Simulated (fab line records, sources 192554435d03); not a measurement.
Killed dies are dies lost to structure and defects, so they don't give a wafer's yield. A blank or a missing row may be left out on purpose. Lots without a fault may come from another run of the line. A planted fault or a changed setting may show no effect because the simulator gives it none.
Chamber matching | flow n5_finfet | N5_BEOL_M6_VIA_ETCH_34 on rie_diel-02: 4 sister chambers
The step etches SiCOH lowk in C4F6/O2, target depth 126.3 nm, time 50.9 s. 4 wafers are shown with their chamber, then 7 later ones without.

WAFERS WITH THEIR CHAMBER
wafer  | chamber | throttle_valve_pct (%)
L082.6 | 3       | 20.69
L086.3 | 1       | 21.13
L088.3 | 0       | 20.85
L088.5 | 2       | 21.22

WAFERS WITHOUT THEIR CHAMBER
wafer  | throttle_valve_pct (%)
L088.6 | 20.71
L087.3 | 21.23
L087.4 | 20.86
L087.6 | 21.11
L090.2 | 20.86
L090.4 | 21.24
L090.5 | 21.22

WHICH CHAMBER EACH WENT THROUGH
wafer  | from the rows above | in truth
L088.6 | 3                   | 3
L087.3 | 2                   | 2
L087.4 | 0                   | 0
L087.6 | 1                   | 1
L090.2 | 0                   | 0
L090.4 | 2                   | 2
L090.5 | 2                   | 2
Placed correctly: 7 of 7. Can't be placed from these rows: 0. Placed wrongly: 0.
How it was worked out, from the rows above alone: a wafer's distance from a chamber is the root of the sum, over the readings, of the square of ((its reading less the chamber's mean) divided by the reading's scatter). The wafer belongs to the nearest chamber; if the next one is less than 2 further off, it can't be placed. A chamber's mean is the mean of its shown wafers. The scatter: with one shown wafer a chamber, the root of the mean of the squares of how far each hidden wafer lies from its nearest shown one.
